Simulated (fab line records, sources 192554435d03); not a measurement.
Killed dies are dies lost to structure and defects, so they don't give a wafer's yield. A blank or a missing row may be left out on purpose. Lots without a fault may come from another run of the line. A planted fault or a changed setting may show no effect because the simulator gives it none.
Chamber matching | flow n5_finfet | N5_HKMG_FIN_ETCH_31 on rie_diel-01: 4 sister chambers
The step etches SiARC in CF4, target depth 45.5 nm, time 75.8 s. 18 wafers are shown with their chamber, then 9 later ones without.

WAFERS WITH THEIR CHAMBER
wafer  | chamber | drypump_motor_current_A (A) | showerhead_plenum_p_Torr (Torr) | throttle_valve_pct (%)
L074.1 | 2       | 5.9                         | 2.16                            | 15.41
L074.3 | 1       | 6.6                         | 2.14                            | 15.82
L074.5 | 2       | 5.9                         | 2.16                            | 15.41
L075.3 | 3       | 6.1                         | 2.19                            | 15.57
L075.5 | 2       | 5.9                         | 2.16                            | 15.45
L075.6 | 1       | 6.6                         | 2.14                            | 15.85
L079.1 | 0       | 6.4                         | 2.28                            | 15.60
L079.2 | 2       | 5.9                         | 2.16                            | 15.44
L079.3 | 3       | 6.1                         | 2.18                            | 15.59
L079.4 | 1       | 6.7                         | 2.13                            | 15.84
L079.5 | 1       | 6.6                         | 2.14                            | 15.85
L079.6 | 2       | 5.9                         | 2.16                            | 15.46
L084.1 | 0       | 6.5                         | 2.28                            | 15.62
L084.3 | 2       | 5.9                         | 2.16                            | 15.46
L084.5 | 2       | 5.9                         | 2.15                            | 15.47
L087.2 | 3       | 6.1                         | 2.18                            | 15.63
L087.3 | 0       | 6.5                         | 2.27                            | 15.63
L087.4 | 1       | 6.6                         | 2.13                            | 15.87

SIGNATURES (means of the wafers above)
reading                  | chamber 0 | chamber 1 | chamber 2 | chamber 3 | scatter within a chamber
drypump_motor_current_A  | 6.467     | 6.620     | 5.900     | 6.100     | 0.0324
showerhead_plenum_p_Torr | 2.2767    | 2.1360    | 2.1586    | 2.1833    | 0.00492
throttle_valve_pct       | 15.6167   | 15.8460   | 15.4429   | 15.5967   | 0.0227
Rule: a wafer's distance from a chamber is the root of the sum, over the readings, of the square of ((its reading less the chamber's mean) divided by the reading's scatter). The wafer belongs to the nearest chamber; if the next one is less than 2 further off, it can't be placed. The scatter: the root of (the sum of the squares of (reading less its chamber's mean) over the shown wafers, divided by (wafers less chambers)).

WAFERS WITHOUT THEIR CHAMBER
wafer  | drypump_motor_current_A (A) | showerhead_plenum_p_Torr (Torr) | throttle_valve_pct (%)
L095.2 | 6.5                         | 2.27                            | 15.67
L095.4 | 6.6                         | 2.12                            | 15.92
L095.6 | 6.6                         | 2.12                            | 15.91
L096.1 | 6.6                         | 2.12                            | 15.92
L096.2 | 6.4                         | 2.27                            | 15.69
L096.6 | 6.1                         | 2.17                            | 15.68
L097.1 | 6.6                         | 2.12                            | 15.93
L097.2 | 6.4                         | 2.27                            | 15.68
L097.4 | 5.9                         | 2.14                            | 15.53

WHICH CHAMBER EACH WENT THROUGH
wafer  | from the rows above | in truth
L095.2 | 0                   | 0
L095.4 | 1                   | 1
L095.6 | 1                   | 1
L096.1 | 1                   | 1
L096.2 | 0                   | 0
L096.6 | 3                   | 3
L097.1 | 1                   | 1
L097.2 | 0                   | 0
L097.4 | 2                   | 2
Placed correctly: 9 of 9. Can't be placed from these rows: 0. Placed wrongly: 0.
